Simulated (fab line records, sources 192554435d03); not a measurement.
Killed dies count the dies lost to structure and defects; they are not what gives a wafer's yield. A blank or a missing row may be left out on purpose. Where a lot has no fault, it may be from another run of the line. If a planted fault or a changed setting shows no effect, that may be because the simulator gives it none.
A struck lot beside a sound one / flow n5-finfet / 14 steps out of a route of 1938
Sound: the wafers L245.3, L245.4, L245.5. Wafers struck: L257.1, L257.5, L257.6. The cause is given at the end.
For every step that has rows: the tool of each side, followed by ch and its chambers, followed by its first start. Under that, the readings that differ: sound wafers / struck wafers / difference of the means / sigmas: that difference in standard deviations of wafers without a fault.
alike: readings whose means differ by less than 2 such deviations, and words and numbers that are the same on both sides. not compared: withheld readings, readings that some wafer has no value for, bounds like >300 that may hide the same value, and numbers for which the record gives no deviation and whose values overlap.
The two part at a step that has a row with sigmas, a row that says differs or no value, or rows on one side only. Numbers that don't overlap but have no deviation are shown without sigmas and don't part them. Lack of a reading on every wafer of one side parts them only where that side has two or more wafers.

first, 7 steps without rows for these wafers: N5_PASSIVATION_COAT_38; N5_PASSIVATION_EBR_40; N5_PASSIVATION_SOFTBAKE_39 (time 120 s); N5_PASSIVATION_EXPOSE_41 (exposes mask PASS OPEN, defocus 0 nm, target cd 40000 nm); N5_PASSIVATION_PEB_42; N5_PASSIVATION_DEVELOP_43 (develop time 60 s); N5_PASSIVATION_HARDBAKE_45 (time 120 s).
N5_PASSIVATION_CD_MEAS_44: target cd 40000 nm.
  sound on cd-sem-02 ch 0, day 14 15:52; struck on cd-sem-02 ch 0, day 18 00:58
  alike: cd-nm
N5_PASSIVATION_OVL_MEAS_66:
  sound on overlay-02 ch 0, day 14 15:53; struck on overlay-02 ch 0, day 18 00:59
  alike: PASS_OPEN_OVL
N5_PASSIVATION_INSPECT_67: inspects for defects (macro).
  sound on defect-inspect-01 at day 14 15:55; struck on defect-inspect-02 at day 18 01:01
  alike: raw-defect-count
N5_PASSIVATION_DESCUM_46: chemistry O2, time 7.9 s.
  sound on rie-diel-02 ch 1,2, day 14 16:28; struck on rie-diel-02 ch 2,3, day 18 01:03
reading=oes-product-au (a.u.); sound=0.72 0.67 0.67; struck=0.97 0.92 0.97; difference=+0.27; sigmas=+3
reading=showerhead-plenum-p-Torr (Torr); sound=2.09 1.98 1.98; struck=2.16 2.23 2.16; difference=+0.17; sigmas=+3
  alike: bias-power-w, drypump-motor-current-A, rf-vpp-V, throttle-valve-pct
  not compared: rf-hours-counter-h
N5_PASSIVATION_PASS_ETCH_47: etches SiNx in CF4/O2, target depth 770 nm, time 385 s.
  sound on rie-diel-02 ch 1,2, day 14 16:30; struck on rie-diel-02 ch 2,3, day 18 01:05
reading=oes_ar_750_au (a.u.); sound=0.71 0.68 0.68; struck=0.96 0.90 0.95; difference=+0.25; sigmas=+3
reading=oes_f_703_au (a.u.); sound=0.71 0.68 0.67; struck=0.94 0.90 0.95; difference=+0.24; sigmas=+3
reading=oes-product-au (a.u.); sound=0.72 0.68 0.68; struck=0.95 0.91 0.95; difference=+0.24; sigmas=+3
reading=showerhead-plenum-p-Torr (Torr); sound=2.20 2.10 2.09; struck=2.25 2.35 2.25; difference=+0.15; sigmas=+2
reading=throttle-valve-pct (%); sound=15.99 16.48 16.49; struck=15.88 16.05 15.89; difference=-0.38; sigmas=-2
  alike: drypump-motor-current-A, mfc-ar-sccm, rf-fwd-power-W, rf-vpp-V
  not compared: rf-hours-counter-h
N5_PASSIVATION_ETCH_54: etches SiO2 in CHF3/O2, target depth 880 nm, time 440 s.
  sound on rie-diel-02 ch 1,2, day 14 16:44; struck on rie-diel-02 ch 2,3, day 18 01:19
reading=oes_ar_750_au (a.u.); sound=0.71 0.69 0.68; struck=1.08 1.02 1.09; difference=+0.37; sigmas=+5
reading=oes_f_703_au (a.u.); sound=0.71 0.68 0.68; struck=1.21 1.14 1.21; difference=+0.50; sigmas=+6
reading=oes-product-au (a.u.); sound=0.72 0.68 0.68; struck=0.98 0.92 0.98; difference=+0.27; sigmas=+3
reading=rf-fwd-power-W (W); sound=648.0 648.5 647.3; struck=801.7 804.6 801.9; difference=+154.8; sigmas=+77
reading=rf-vpp-V (V); sound=516 537 537; struck=485 492 484; difference=-43; sigmas=-4
reading=showerhead-plenum-p-Torr (Torr); sound=2.39 2.28 2.28; struck=2.47 2.56 2.47; difference=+0.18; sigmas=+3
reading=model.PASSIVATION.feature-depth-nm (nm); sound=864.4 860.4 858.6; struck=969.2 980 965.2; difference=+110.3; sigmas=
reading=model.etch.depth-nm (nm); sound=864.3 860.5 858.6; struck=969.2 980 965.1; difference=+110.3; sigmas=
  alike: drypump-motor-current-A, mfc-ar-sccm, throttle-valve-pct
  not compared: rf-hours-counter-h
N5_PASSIVATION_STRIP_48: strips in O2.
  sound on rie-diel-02 ch 1,2, day 14 17:01; struck on rie-diel-02 ch 2,3, day 18 01:36
reading=oes-product-au (a.u.); sound=0.73 0.67 0.69; struck=0.97 0.93 0.95; difference=+0.25; sigmas=+3
reading=showerhead-plenum-p-Torr (Torr); sound=2.09 1.98 1.98; struck=2.16 2.23 2.16; difference=+0.17; sigmas=+3
  alike: drypump-motor-current-A, rf-vpp-V, throttle-valve-pct
  not compared: rf-hours-counter-h

## WHERE THEY PART
Earliest at N5_PASSIVATION_DESCUM_46; latest, in this record, at N5_PASSIVATION_STRIP_48.

WHY: what had been put in by the simulator
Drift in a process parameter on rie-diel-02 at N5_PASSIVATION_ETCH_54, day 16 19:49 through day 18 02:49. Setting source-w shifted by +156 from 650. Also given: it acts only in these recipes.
